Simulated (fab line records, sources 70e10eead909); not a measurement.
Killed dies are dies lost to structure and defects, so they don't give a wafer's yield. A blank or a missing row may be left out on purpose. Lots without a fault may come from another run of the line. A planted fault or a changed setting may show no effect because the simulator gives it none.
Which tool did it? | flow nand_harc | 24 lots, 72 wafers sampled, at 6 steps of a route of 1159

WHAT THE GAUGES READ, wafer by wafer
NHARC_A_ZERO_WELL_CD_MEAS_10: target cd 2000 nm.
lot  | measured     | on        | cd_nm (nm)
L074 | day 6 13:36  | cd_sem-01 | 1996.9 1999.3 2001.8
L075 | day 6 18:10  | cd_sem-01 | 2002.6 1999.6 2001.2
L077 | day 7 06:22  | cd_sem-01 | 2000.4 1998.8 1999.5
L076 | day 7 09:28  | cd_sem-02 | 2001.6 1999.5 1999.2
L078 | day 7 10:39  | cd_sem-02 | 1997.5 1998.2 1998.7
L079 | day 7 23:59  | cd_sem-03 | 2000.3 2002.0 1997.6
L080 | day 8 04:07  | cd_sem-01 | 1999.1 1998.1 2000.7
L081 | day 8 04:44  | cd_sem-03 | 1997.2 1997.6 1998.4
L082 | day 8 17:49  | cd_sem-02 | 1999.8 1996.2 1998.5
L084 | day 8 22:47  | cd_sem-02 | 1997.3 1997.4 1999.6
L083 | day 9 01:07  | cd_sem-03 | 1998.2 1999.8 1996.2
L085 | day 9 03:53  | cd_sem-03 | 1997.6 1998.5 1997.0
L086 | day 9 19:56  | cd_sem-01 | 1998.5 1998.1 1997.0
L087 | day 9 20:43  | cd_sem-02 | 1997.7 2001.7 1998.5
L088 | day 10 08:02 | cd_sem-03 | 1996.3 1998.9 1997.8
L089 | day 10 08:38 | cd_sem-02 | 2002.1 1998.9 2002.1
L090 | day 10 12:38 | cd_sem-02 | 2000.9 1999.9 2000.5
L091 | day 10 18:38 | cd_sem-03 | 2000.5 1997.0 1998.4
L092 | day 10 19:22 | cd_sem-01 | 1998.7 2000.3 2001.9
L094 | day 11 17:22 | cd_sem-02 | 1997.1 2000.1 1998.4
L093 | day 11 18:18 | cd_sem-02 | 2000.5 1996.0 2000.4
L096 | day 11 21:05 | cd_sem-01 | 1998.6 1998.4 1995.9
L095 | day 11 21:24 | cd_sem-02 | 1999.6 2000.4 2002.3
L097 | day 12 10:37 | cd_sem-03 | 1997.5 1999.5 2000.9

WHICH TOOL RAN EACH LOT (tool, then ch and the chambers of the sampled wafers, then the start)
lot  | NHARC_P_M0_PVD_21                       | NHARC_P_M2_ETCH_35                 | NHARC_P_M2_ETCH_15                            | NHARC_P_M2_DEGAS_29          | NHARC_P_BONDPAD_DESCUM_11
L074 | pvd_sputter-01, day 6 04:59 or earlier  | rie_diel-03 ch 0,2,3, day 6 04:59  | rie_diel-03 ch 0,1,2, day 6 05:55 or earlier  | pvd_sputter-02, day 6 05:55  | rie_diel-10 ch 1,2, day 6 09:28
L075 | pvd_sputter-03, day 6 09:19 or earlier  | rie_diel-05 ch 0,3, day 6 09:19    | rie_diel-05 ch 1,2,3, day 6 10:16 or earlier  | pvd_sputter-02, day 6 10:16  | rie_diel-10 ch 1,2,3, day 6 13:54
L077 | pvd_sputter-03, day 6 22:01 or earlier  | rie_diel-05 ch 1,2, day 6 22:01    | rie_diel-05 ch 0,1,2, day 6 22:59 or earlier  | pvd_sputter-03, day 6 22:59  | rie_diel-10 ch 1,2, day 7 02:26
L076 | pvd_sputter-02, day 7 01:02 or earlier  | rie_diel-05 ch 0,2,3, day 7 01:02  | rie_diel-05 ch 0,1,2, day 7 01:59 or earlier  | pvd_sputter-02, day 7 01:59  | rie_diel-04 ch 1,2, day 7 05:23
L078 | pvd_sputter-02, day 7 01:59 or earlier  | rie_diel-06 ch 0,2,3, day 7 01:59  | rie_diel-06 ch 0,1,3, day 7 02:56 or earlier  | pvd_sputter-03, day 7 02:56  | rie_diel-10 ch 0,2,3, day 7 06:30
L079 | pvd_sputter-03, day 7 15:43 or earlier  | rie_diel-06 ch 1,3, day 7 15:43    | rie_diel-06 ch 2,3, day 7 16:40 or earlier    | pvd_sputter-02, day 7 16:40  | rie_diel-10 ch 0,1, day 7 20:07
L080 | pvd_sputter-03, day 7 19:28 or earlier  | rie_diel-05 ch 1,2,3, day 7 19:28  | rie_diel-05 ch 0,1, day 7 20:28 or earlier    | pvd_sputter-03, day 7 20:28  | rie_diel-04 ch 1,2, day 8 00:01
L081 | pvd_sputter-02, day 7 12:52             | rie_diel-06 ch 1,2, day 7 20:16    | rie_diel-06 ch 2,3, day 7 21:13 or earlier    | pvd_sputter-03, day 7 21:13  | rie_diel-13 ch 0,1,2, day 8 00:49
L082 | pvd_sputter-03, day 8 09:08 or earlier  | rie_diel-05 ch 0,1,2, day 8 09:08  | rie_diel-05 ch 0,2,3, day 8 10:05 or earlier  | pvd_sputter-02, day 8 10:05  | rie_diel-13 ch 0,1,3, day 8 13:58
L084 | pvd_sputter-02, day 8 14:09 or earlier  | rie_diel-05 ch 0,1,2, day 8 14:09  | rie_diel-05 ch 0,1, day 8 15:07 or earlier    | pvd_sputter-03, day 8 15:07  | rie_diel-10 ch 0,3, day 8 18:39
L083 | pvd_sputter-03, day 8 16:52 or earlier  | rie_diel-05 ch 1,2,3, day 8 16:52  | rie_diel-05 ch 0,1,3, day 8 17:49 or earlier  | pvd_sputter-02, day 8 17:49  | rie_diel-10 ch 1,2,3, day 8 21:22
L085 | pvd_sputter-02, day 8 19:25 or earlier  | rie_diel-06 ch 2,3, day 8 19:25    | rie_diel-06 ch 2,3, day 8 20:23 or earlier    | pvd_sputter-03, day 8 20:23  | rie_diel-10 ch 0,1,2, day 9 00:01
L086 | pvd_sputter-03, day 9 11:10 or earlier  | rie_diel-05 ch 0,1,2, day 9 11:10  | rie_diel-05 ch 0,1,3, day 9 12:07 or earlier  | pvd_sputter-03, day 9 12:07  | rie_diel-13 ch 0,1,2, day 9 15:41
L087 | pvd_sputter-01, day 9 12:07 or earlier  | rie_diel-03 ch 0,2,3, day 9 12:07  | rie_diel-03 ch 1,2,3, day 9 13:03 or earlier  | pvd_sputter-03, day 9 13:03  | rie_diel-10 ch 0,2, day 9 16:36
L088 | pvd_sputter-03, day 9 23:25 or earlier  | rie_diel-05 ch 0,2,3, day 9 23:25  | rie_diel-05 ch 1,2,3, day 10 00:22 or earlier | pvd_sputter-03, day 10 00:22 | rie_diel-10 ch 1,2,3, day 10 03:46
L089 | pvd_sputter-03, day 10 00:02 or earlier | rie_diel-06 ch 1,2,3, day 10 00:02 | rie_diel-06 ch 2,3, day 10 01:01 or earlier   | pvd_sputter-02, day 10 01:01 | rie_diel-04 ch 0,1,3, day 10 04:40
L090 | pvd_sputter-02, day 10 03:53 or earlier | rie_diel-05 ch 0,1,2, day 10 03:53 | rie_diel-05 ch 1,2,3, day 10 04:50 or earlier | pvd_sputter-01, day 10 04:50 | rie_diel-04 ch 0,1,2, day 10 08:27
L091 | pvd_sputter-03, day 10 10:16 or earlier | rie_diel-05 ch 1,2,3, day 10 10:16 | rie_diel-05 ch 2,3, day 10 11:11 or earlier   | pvd_sputter-03, day 10 11:11 | rie_diel-04 ch 0,1,3, day 10 14:45
L092 | pvd_sputter-01, day 10 10:59 or earlier | rie_diel-03 ch 0,1,3, day 10 10:59 | rie_diel-03 ch 1,2,3, day 10 11:57 or earlier | pvd_sputter-02, day 10 11:57 | rie_diel-13 ch 0,2,3, day 10 15:31
L094 | pvd_sputter-03, day 11 09:07 or earlier | rie_diel-05 ch 2,3, day 11 09:07   | rie_diel-05 ch 0,1,3, day 11 10:05 or earlier | pvd_sputter-03, day 11 10:05 | rie_diel-10 ch 2,3, day 11 13:30
L093 | pvd_sputter-01, day 11 09:44 or earlier | rie_diel-05 ch 1,2,3, day 11 09:44 | rie_diel-05 ch 0,1,2, day 11 10:41 or earlier | pvd_sputter-02, day 11 10:41 | rie_diel-04 ch 2,3, day 11 14:22
L096 | pvd_sputter-01, day 11 12:43 or earlier | rie_diel-05 ch 0,1, day 11 12:43   | rie_diel-05 ch 1,2,3, day 11 13:40 or earlier | pvd_sputter-03, day 11 13:40 | rie_diel-04 ch 0,2,3, day 11 17:14
L095 | pvd_sputter-02, day 11 13:01 or earlier | rie_diel-05 ch 1,2, day 11 13:01   | rie_diel-05 ch 2,3, day 11 13:58 or earlier   | pvd_sputter-02, day 11 13:58 | rie_diel-10 ch 0,1,2, day 11 17:31
L097 | pvd_sputter-01, day 12 02:05 or earlier | rie_diel-05 ch 0,1,3, day 12 02:05 | rie_diel-05 ch 1,3, day 12 03:02 or earlier   | pvd_sputter-03, day 12 03:02 | rie_diel-10 ch 1,3, day 12 06:45
- NHARC_P_M0_PVD_21: deposits Cu, target thk 30 nm, time 20.49 s.
- NHARC_P_M2_ETCH_35: etches the open film in N2/H2, target depth 40 nm, overetch 12 nm, time 43.94 s.
- NHARC_P_M2_ETCH_15: etches the open film in C4F8/Ar, target depth 182.5 nm, time 91.2 s.
- NHARC_P_M2_DEGAS_29: time 60 s.
- NHARC_P_BONDPAD_DESCUM_11: chemistry O2, time 3 s.

WHAT THE TOOLS THEMSELVES READ (means of the sampled wafers that have a number; where no wafer has one, the mark that the record gives instead)
NHARC_P_M0_PVD_21.
lot  | tool           | throttle_valve_pct (%)
L074 | pvd_sputter-01 | 30.1
L075 | pvd_sputter-03 | 31.3
L077 | pvd_sputter-03 | 31.2
L076 | pvd_sputter-02 | 29.5
L078 | pvd_sputter-02 | 29.5
L079 | pvd_sputter-03 | 30.7
L080 | pvd_sputter-03 | 30.4
L081 | pvd_sputter-02 | 30.7
L082 | pvd_sputter-03 | 30.2
L084 | pvd_sputter-02 | 30.8
L083 | pvd_sputter-03 | 30.5
L085 | pvd_sputter-02 | 29.1
L086 | pvd_sputter-03 | 30.6
L087 | pvd_sputter-01 | 30.0
L088 | pvd_sputter-03 | 30.8
L089 | pvd_sputter-03 | 30.0
L090 | pvd_sputter-02 | 30.7
L091 | pvd_sputter-03 | 30.1
L092 | pvd_sputter-01 | 30.2
L094 | pvd_sputter-03 | 31.3
L093 | pvd_sputter-01 | 30.8
L096 | pvd_sputter-01 | 29.3
L095 | pvd_sputter-02 | 31.3
L097 | pvd_sputter-01 | 30.1

NHARC_P_M2_ETCH_35.
lot  | tool        | drypump_motor_current_A (A) | oes_product_au (a.u.) | rf_vpp_V (V) | showerhead_plenum_p_Torr (Torr) | throttle_valve_pct (%)
L074 | rie_diel-03 | 6.1                         | 0.992                 | 430          | 2.01                            | 14.176
L075 | rie_diel-05 | 5.9                         | 0.991                 | 430          | 2.00                            | 14.176
L077 | rie_diel-05 | 6.1                         | 0.992                 | 430          | 2.03                            | 14.174
L076 | rie_diel-05 | 6.1                         | 0.998                 | 430          | 2.00                            | 14.177
L078 | rie_diel-06 | 5.7                         | 0.986                 | 430          | 2.00                            | 14.179
L079 | rie_diel-06 | 5.9                         | 1.010                 | 430          | 2.00                            | 14.178
L080 | rie_diel-05 | 6.3                         | 0.994                 | 431          | 2.06                            | 14.174
L081 | rie_diel-06 | 5.7                         | 1.001                 | 432          | 2.09                            | 14.175
L082 | rie_diel-05 | 5.9                         | 1.008                 | 428          | 1.98                            | 14.175
L084 | rie_diel-05 | 6.0                         | 0.998                 | 428          | 1.98                            | 14.172
L083 | rie_diel-05 | 6.3                         | 1.009                 | 431          | 2.06                            | 14.166
L085 | rie_diel-06 | 5.8                         | 0.989                 | 432          | 2.07                            | 14.179
L086 | rie_diel-05 | 5.9                         | 1.004                 | 428          | 1.98                            | 14.173
L087 | rie_diel-03 | 6.1                         | 0.997                 | 429          | 2.00                            | 14.164
L088 | rie_diel-05 | 6.1                         | 1.012                 | 429          | 2.00                            | 14.175
L089 | rie_diel-06 | 5.8                         | 0.988                 | 431          | 2.03                            | 14.172
L090 | rie_diel-05 | 6.0                         | 1.005                 | 428          | 1.98                            | 14.181
L091 | rie_diel-05 | 6.3                         | 1.013                 | 432          | 2.06                            | 14.172
L092 | rie_diel-03 | 6.2                         | 1.009                 | 429          | 2.03                            | 14.172
L094 | rie_diel-05 | 6.4                         | 1.021                 | 429          | 2.00                            | 14.177
L093 | rie_diel-05 | 6.3                         | 1.012                 | 431          | 2.06                            | 14.175
L096 | rie_diel-05 | 5.7                         | 1.001                 | 428          | 1.97                            | 14.174
L095 | rie_diel-05 | 6.2                         | 1.031                 | 428          | 1.98                            | 14.170
L097 | rie_diel-05 | 6.1                         | 1.009                 | 431          | 2.06                            | 14.163

NHARC_P_M2_ETCH_15.
lot  | tool        | oes_product_au (a.u.) | rf_vpp_V (V)
L074 | rie_diel-03 | 0.964                 | 439
L075 | rie_diel-05 | 0.919                 | 441
L077 | rie_diel-05 | 0.972                 | 439
L076 | rie_diel-05 | 0.953                 | 440
L078 | rie_diel-06 | 0.930                 | 439
L079 | rie_diel-06 | 0.941                 | 440
L080 | rie_diel-05 | 0.969                 | 439
L081 | rie_diel-06 | 0.932                 | 439
L082 | rie_diel-05 | 0.978                 | 440
L084 | rie_diel-05 | 0.972                 | 439
L083 | rie_diel-05 | 0.977                 | 442
L085 | rie_diel-06 | 0.922                 | 439
L086 | rie_diel-05 | 0.945                 | 442
L087 | rie_diel-03 | 0.925                 | 440
L088 | rie_diel-05 | 0.982                 | 441
L089 | rie_diel-06 | 0.934                 | 439
L090 | rie_diel-05 | 0.986                 | 441
L091 | rie_diel-05 | 0.974                 | 442
L092 | rie_diel-03 | 0.965                 | 439
L094 | rie_diel-05 | 0.932                 | 441
L093 | rie_diel-05 | 0.952                 | 439
L096 | rie_diel-05 | 0.984                 | 442
L095 | rie_diel-05 | 0.981                 | 443
L097 | rie_diel-05 | 0.933                 | 444

NHARC_P_M2_DEGAS_29.
lot  | tool           | heater_power_w (W)
L074 | pvd_sputter-02 | 381
L075 | pvd_sputter-02 | 389
L077 | pvd_sputter-03 | 324
L076 | pvd_sputter-02 | 384
L078 | pvd_sputter-03 | 326
L079 | pvd_sputter-02 | 351
L080 | pvd_sputter-03 | 327
L081 | pvd_sputter-03 | 364
L082 | pvd_sputter-02 | 359
L084 | pvd_sputter-03 | 310
L083 | pvd_sputter-02 | 355
L085 | pvd_sputter-03 | 306
L086 | pvd_sputter-03 | 331
L087 | pvd_sputter-03 | 345
L088 | pvd_sputter-03 | 346
L089 | pvd_sputter-02 | 390
L090 | pvd_sputter-01 | 346
L091 | pvd_sputter-03 | 313
L092 | pvd_sputter-02 | 345
L094 | pvd_sputter-03 | 306
L093 | pvd_sputter-02 | 346
L096 | pvd_sputter-03 | 312
L095 | pvd_sputter-02 | 301
L097 | pvd_sputter-03 | 305

NHARC_P_BONDPAD_DESCUM_11.
lot  | tool        | drypump_motor_current_A (A) | oes_product_au (a.u.) | rf_vpp_V (V) | showerhead_plenum_p_Torr (Torr) | throttle_valve_pct (%)
L074 | rie_diel-10 | 5.2                         | 0.996                 | 57.8         | 1.90                            | 11.317
L075 | rie_diel-10 | 5.4                         | 0.995                 | 58.1         | 1.92                            | 11.316
L077 | rie_diel-10 | 5.2                         | 0.996                 | 58.3         | 1.90                            | 11.311
L076 | rie_diel-04 | 5.3                         | 1.007                 | 57.7         | 1.95                            | 11.311
L078 | rie_diel-10 | 5.4                         | 1.000                 | 58.7         | 1.88                            | 11.308
L079 | rie_diel-10 | 5.7                         | 1.021                 | 58.2         | 1.85                            | 11.312
L080 | rie_diel-04 | 5.0                         | 1.008                 | 58.7         | 1.94                            | 11.309
L081 | rie_diel-13 | 5.6                         | 0.990                 | 58.3         | 1.94                            | 11.324
L082 | rie_diel-13 | 5.9                         | 0.989                 | 57.8         | 1.85                            | 11.301
L084 | rie_diel-10 | 5.6                         | 0.994                 | 57.5         | 1.85                            | 11.309
L083 | rie_diel-10 | 5.3                         | 0.996                 | 57.2         | 1.91                            | 11.313
L085 | rie_diel-10 | 5.4                         | 1.002                 | 57.3         | 1.87                            | 11.304
L086 | rie_diel-13 | 5.6                         | 0.990                 | 57.6         | 1.94                            | 11.317
L087 | rie_diel-10 | 5.2                         | 1.013                 | 57.2         | 1.85                            | 11.299
L088 | rie_diel-10 | 5.3                         | 0.993                 | 58.0         | 1.91                            | 11.305
L089 | rie_diel-04 | 5.7                         | 1.006                 | 57.2         | 1.90                            | 11.322
L090 | rie_diel-04 | 5.7                         | 1.001                 | 58.0         | 1.94                            | 11.312
L091 | rie_diel-04 | 5.7                         | 1.009                 | 57.3         | 1.89                            | 11.304
L092 | rie_diel-13 | 5.7                         | 0.986                 | 58.0         | 1.92                            | 11.307
L094 | rie_diel-10 | 5.3                         | 0.995                 | 58.3         | 1.92                            | 11.323
L093 | rie_diel-04 | 5.6                         | 1.003                 | 57.6         | 1.85                            | 11.315
L096 | rie_diel-04 | 6.0                         | 1.004                 | 58.3         | 1.90                            | 11.308
L095 | rie_diel-10 | 5.4                         | 1.000                 | 57.8         | 1.87                            | 11.322
L097 | rie_diel-10 | 5.5                         | 0.990                 | 57.0         | 1.93                            | 11.305

THE ANSWER, worked out from the rows above alone
Rule: what is usual is taken from the lots themselves. Put in order of their means at a reading, lots are off if they are a third of the lots or fewer, leave a main group of 4 or more, and stand apart from it by a gap of 3 or more times the standard deviation of the main group's means; of several such gaps the widest counts. A main group whose means are all the same, to the digits that the tables above print for the reading, isn't used. A lot without any number at a reading at which 4 lots or more have one is off too. The other lots that the step has rows for count as sound. The gauges are gone through in route order, then the tools' own readings, and for those a lot's mean is taken as printed above. The first step at which some lot is off is used, and at that step the reading that is off furthest; a lot without a number counts as furthest.
No lot is off at any reading shown: from this, nothing can be told.

WHAT THE SIMULATOR HAD PUT IN
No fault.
